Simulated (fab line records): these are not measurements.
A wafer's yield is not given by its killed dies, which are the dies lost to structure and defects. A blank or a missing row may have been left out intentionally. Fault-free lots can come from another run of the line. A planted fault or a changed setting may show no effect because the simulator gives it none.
Problem report, 8D (eight disciplines) form, completed by code ; flow n5-finfet ; the parts of the form that need people (team, actions taken, sign-off) are left out

1. WHAT IS WRONG
Mean of etch-rf-on-time-s at N5_BEOL_M9_ETCH_61: 38.8 s across 2 wafers in 2 lots; on wafers with no fault it is 65.5 s (standard deviation 2.8). Relative to the usual mean, that is a shift of -9.5 standard deviations.
The step: etches SiARC in CF4, target depth 39 nm, time 65 s.
Earliest sighting: wafer L250.1 on rie-diel-06 at day 12 05:08. Wafers with a number at this step in the record: 30, from 11 lots. By rule, "out" or "out of limits" means more than 4 standard deviations away from the usual mean. All remaining wafers that have a number are taken as sound.

2. WHAT IT IS; WHAT IT IS NOT
question;is;is not
which readings at this step;etch-rf-on-time-s;rf-vpp-V, showerhead-plenum-p-Torr, throttle-valve-pct
which lots;L250, L254;L246, L258, L259, L260, L262, L263, L264, L265, L267
which wafers of those lots;L250.1, L254.1;L250.4, L250.6, L254.4
read on which tools;rie-diel-06;rie-diel-01, rie-diel-05
when;from day 12 05:08;"up to then (5 sound wafers); but 23 sound wafers of L254, L258, L259, L260, L262, L263, L264, L265, L267 came after"

3. THE SUSPECTS, EACH WITH WHAT RULES IT OUT
Counting: any tool at a process step up to the reading remains a suspect provided it ran every lot that is out. Sound lots after the first of them don't rule it out here, since some wafers of a struck lot are sound.
- pecvd-04 at N5_BEOL_M9_ILD_DEP_00 (deposits SiCOH lowk from DEMS/porogen, target thk 308.51 nm, time 58 s): kept. It processed each lot that is out (first: L250, day 12 03:12); up to then, its last sound lot is L246 (day 10 18:35).
- rie-diel-06 at N5_BEOL_M9_ETCH_61 (etches SiARC in CF4, target depth 39 nm, time 65 s): kept. It processed each lot that is out (first: L250, day 12 05:08); up to then, its last sound lot is L246 (day 10 20:19). Out on those wafers are its own readings of etch-rf-on-time-s.
What counting leaves: pecvd-04 at N5_BEOL_M9_ILD_DEP_00 and rie-diel-06 at N5_BEOL_M9_ETCH_61.

4. THE CAUSE (what the simulator had put in)
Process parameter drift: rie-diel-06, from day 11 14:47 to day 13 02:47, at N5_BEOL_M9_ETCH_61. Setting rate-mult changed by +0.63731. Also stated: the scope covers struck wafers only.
Of the 2 suspects that counting leaves, this tool is one.

5. SEQUENCE OF EFFECTS, ordered by route
Each row: a reading where the mean over the struck wafers with a number is more than 3 standard deviations away from the usual. Only readings whose record carries a usual standard deviation are examined. hours: median over the lots of the time between each lot's start at the first step of this table that gives one and its start at this step. sigmas: the change, counted in usual standard deviations.
hours;step;reading;usual;on struck wafers;change;sigmas
0;N5_BEOL_M9_ETCH_61;etch-rf-on-time-s;65.5 s;38.8;-26.7;-9.5
The process steps in it:
- N5_BEOL_M9_ETCH_61: etches SiARC in CF4, target depth 39 nm, time 65 s.

6. HOW IT WOULD HAVE BEEN CAUGHT EARLIER
In this record the first reading out of limits was taken at day 12 05:08, 14 hours after the fault began at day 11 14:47.
